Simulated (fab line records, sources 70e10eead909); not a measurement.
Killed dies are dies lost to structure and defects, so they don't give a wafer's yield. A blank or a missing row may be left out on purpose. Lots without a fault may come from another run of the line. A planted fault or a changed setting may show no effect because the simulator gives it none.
Which tool did it? | flow nand_harc | 14 lots, 42 wafers sampled, at 4 steps of a route of 1159

WHAT THE GAUGES READ, wafer by wafer
The record holds no reading of a measuring or inspecting step that can be judged against a usual standard deviation.

WHICH TOOL RAN EACH LOT (tool, then ch and the chambers of the sampled wafers, then the start)
lot  | NHARC_A_M1_ETCH_28                            | NHARC_A_M1_ANNEAL_31             | NHARC_A_M1_DEP_33               | NHARC_A_BONDPAD_PVD_17
L933 | rie_diel-06 ch 2,3, day 18 09:01 or earlier   | rtp_anneal-01 ch 0, day 18 09:01 | pecvd-01 ch 0,1,2, day 18 09:58 | pvd_sputter-03, day 18 12:56
L931 | rie_diel-12 ch 0,1,2, day 18 10:41 or earlier | rtp_anneal-01 ch 0, day 18 10:41 | pecvd-04 ch 1,2, day 18 11:46   | pvd_sputter-03, day 18 14:59
L936 | rie_diel-12 ch 0,2,3, day 19 03:24 or earlier | rtp_anneal-02 ch 0, day 19 03:24 | pecvd-01 ch 0,1,2, day 19 04:20 | pvd_sputter-02, day 19 07:34
L937 | rie_diel-06 ch 0,1, day 19 05:47 or earlier   | rtp_anneal-01 ch 0, day 19 05:47 | pecvd-04 ch 0,1,2, day 19 07:04 | pvd_sputter-03, day 19 10:01
L941 | rie_diel-06 ch 1,2,3, day 20 03:13 or earlier | rtp_anneal-02 ch 0, day 20 03:13 | pecvd-03 ch 0,1,2, day 20 04:11 | pvd_sputter-01, day 20 07:23
L940 | rie_diel-07 ch 0,2,3, day 20 03:59 or earlier | rtp_anneal-01 ch 0, day 20 03:59 | pecvd-03 ch 0,1,2, day 20 04:58 | pvd_sputter-02, day 20 08:08
L944 | rie_diel-07 ch 1,2, day 20 15:14 or earlier   | rtp_anneal-02 ch 0, day 20 15:14 | pecvd-03 ch 0,1, day 20 16:15   | pvd_sputter-02, day 20 19:22
L942 | rie_diel-12 ch 0,2, day 21 01:37 or earlier   | rtp_anneal-02 ch 0, day 21 01:37 | pecvd-01 ch 0,1, day 21 02:35   | pvd_sputter-03, day 21 05:37
L945 | rie_diel-12 ch 1,2, day 22 05:25 or earlier   | rtp_anneal-01 ch 0, day 22 05:25 | pecvd-01 ch 0,2, day 22 06:29   | pvd_sputter-01, day 22 09:24
L949 | rie_diel-07 ch 0,2,3, day 22 05:44 or earlier | rtp_anneal-01 ch 0, day 22 05:44 | pecvd-04 ch 1,2, day 22 06:43   | pvd_sputter-03, day 22 09:56
L951 | rie_diel-07 ch 0,2,3, day 22 11:02 or earlier | rtp_anneal-02 ch 0, day 22 11:02 | pecvd-03 ch 0,2, day 22 11:56   | pvd_sputter-03, day 22 15:02
L952 | rie_diel-06 ch 0,1,2, day 22 15:58 or earlier | rtp_anneal-02 ch 0, day 22 15:58 | pecvd-03 ch 0,2, day 22 17:01   | pvd_sputter-03, day 22 20:01
L953 | rie_diel-06 ch 1,3, day 23 04:20 or earlier   | rtp_anneal-01 ch 0, day 23 04:20 | pecvd-01 ch 0,1,2, day 23 05:17 | pvd_sputter-02, day 23 08:20
L954 | rie_diel-12 ch 0,2,3, day 23 10:14 or earlier | rtp_anneal-01 ch 0, day 23 10:14 | pecvd-01 ch 0,1,2, day 23 11:11 | pvd_sputter-01, day 23 14:15
- NHARC_A_M1_ETCH_28: etches the open film in CF4/N2, target depth 30 nm, time 72.99 s.
- NHARC_A_M1_ANNEAL_31: time 90 s.
- NHARC_A_M1_DEP_33: deposits SiCN, target thk 30 nm.
- NHARC_A_BONDPAD_PVD_17: deposits TaN, target thk 5 nm, time 8.06 s.

WHAT THE TOOLS THEMSELVES READ (means of the sampled wafers that have a number; where no wafer has one, the mark that the record gives instead)
NHARC_A_M1_ETCH_28.
lot  | tool        | drypump_motor_current_A (A) | oes_product_au (a.u.) | rf_fwd_power_W (W) | rf_vpp_V (V) | showerhead_plenum_p_Torr (Torr) | throttle_valve_pct (%)
L933 | rie_diel-06 | 5.3                         | 0.999                 | 298.3              | 313.8        | 2.64                            | 19.787
L931 | rie_diel-12 | 5.8                         | 0.998                 | 297.8              | 311.4        | 2.48                            | 19.799
L936 | rie_diel-12 | 5.5                         | 0.996                 | 298.0              | 312.4        | 2.53                            | 19.797
L937 | rie_diel-06 | 6.3                         | 0.999                 | 298.2              | 314.6        | 2.63                            | 19.791
L941 | rie_diel-06 | 5.5                         | 0.991                 | 298.0              | 315.4        | 2.65                            | 19.801
L940 | rie_diel-07 | 5.7                         | 0.993                 | 297.3              | 313.8        | 2.56                            | 19.797
L944 | rie_diel-07 | 6.3                         | 0.985                 | 297.6              | 314.1        | 2.58                            | 19.795
L942 | rie_diel-12 | 5.8                         | 0.989                 | 298.4              | 312.4        | 2.51                            | 19.797
L945 | rie_diel-12 | 5.5                         | 1.007                 | 297.0              | 311.0        | 2.45                            | 19.787
L949 | rie_diel-07 | 5.7                         | 0.981                 | 297.1              | 313.2        | 2.56                            | 19.790
L951 | rie_diel-07 | 5.7                         | 0.986                 | 298.3              | 312.6        | 2.56                            | 19.795
L952 | rie_diel-06 | 5.8                         | 0.994                 | 297.8              | 313.2        | 2.62                            | 19.796
L953 | rie_diel-06 | 6.0                         | 0.995                 | 298.4              | 315.0        | 2.70                            | 19.796
L954 | rie_diel-12 | 5.5                         | 1.003                 | 297.1              | 312.3        | 2.53                            | 19.794

NHARC_A_M1_ANNEAL_31.
lot  | tool          | wafer_temp_C_max
L933 | rtp_anneal-01 | 226.38
L931 | rtp_anneal-01 | 226.11
L936 | rtp_anneal-02 | 226.23
L937 | rtp_anneal-01 | 226.51
L941 | rtp_anneal-02 | 226.23
L940 | rtp_anneal-01 | 226.48
L944 | rtp_anneal-02 | 226.02
L942 | rtp_anneal-02 | 226.24
L945 | rtp_anneal-01 | 226.48
L949 | rtp_anneal-01 | 226.33
L951 | rtp_anneal-02 | 226.52
L952 | rtp_anneal-02 | 226.29
L953 | rtp_anneal-01 | 226.38
L954 | rtp_anneal-01 | 226.48

NHARC_A_M1_DEP_33.
lot  | tool     | heater_power_w (W) | rf_fwd_power_W (W)
L933 | pecvd-01 | 588                | 449.6
L931 | pecvd-04 | 567                | 448.9
L936 | pecvd-01 | 618                | 448.3
L937 | pecvd-04 | 591                | 448.9
L941 | pecvd-03 | 536                | 447.7
L940 | pecvd-03 | 552                | 448.4
L944 | pecvd-03 | 565                | 449.9
L942 | pecvd-01 | 646                | 450.1
L945 | pecvd-01 | 590                | 449.7
L949 | pecvd-04 | 567                | 448.5
L951 | pecvd-03 | 491                | 447.7
L952 | pecvd-03 | 508                | 449.2
L953 | pecvd-01 | 645                | 449.9
L954 | pecvd-01 | 649                | 448.4

NHARC_A_BONDPAD_PVD_17.
lot  | tool           | bias_v (V) | cathode_dc_power_W (W) | throttle_valve_pct (%)
L933 | pvd_sputter-03 | 168.1      | 14999                  | 29.8
L931 | pvd_sputter-03 | 169.1      | 15002                  | 29.7
L936 | pvd_sputter-02 | 167.9      | 14999                  | 30.5
L937 | pvd_sputter-03 | 168.8      | 15002                  | 29.3
L941 | pvd_sputter-01 | 168.0      | 15003                  | 30.1
L940 | pvd_sputter-02 | 169.3      | 15001                  | 30.3
L944 | pvd_sputter-02 | 169.3      | 14999                  | 30.4
L942 | pvd_sputter-03 | 168.7      | 14997                  | 29.0
L945 | pvd_sputter-01 | -          | -                      | -
L949 | pvd_sputter-03 | -          | -                      | -
L951 | pvd_sputter-03 | 169.1      | 15001                  | 28.8
L952 | pvd_sputter-03 | 168.3      | 14998                  | 29.4
L953 | pvd_sputter-02 | 169.5      | 14997                  | 30.1
L954 | pvd_sputter-01 | 168.1      | 14998                  | 30.0

THE ANSWER, worked out from the rows above alone
Rule: what is usual is taken from the lots themselves. Put in order of their means at a reading, lots are off if they are a third of the lots or fewer, leave a main group of 4 or more, and stand apart from it by a gap of 3 or more times the standard deviation of the main group's means; of several such gaps the widest counts. A main group whose means are all the same, to the digits that the tables above print for the reading, isn't used. A lot without any number at a reading at which 4 lots or more have one is off too. The other lots that the step has rows for count as sound. The gauges are gone through in route order, then the tools' own readings, and for those a lot's mean is taken as printed above. The first step at which some lot is off is used, and at that step the reading that is off furthest; a lot without a number counts as furthest.
Off: L945, L949, at NHARC_A_BONDPAD_PVD_17 (bias_v). Without a number there: L945, L949. The main group: mean 168.7 V, standard deviation 0.56.
A tool fits if, at that step or a process step before it, it ran every lot that is off, and no sound lot after the first of them. NHARC_A_M1_ETCH_28 gives no start for some lots, so the hours and the order of its lots are those of NHARC_A_M1_ANNEAL_31. None of those tried fits.

WHAT THE SIMULATOR HAD PUT IN
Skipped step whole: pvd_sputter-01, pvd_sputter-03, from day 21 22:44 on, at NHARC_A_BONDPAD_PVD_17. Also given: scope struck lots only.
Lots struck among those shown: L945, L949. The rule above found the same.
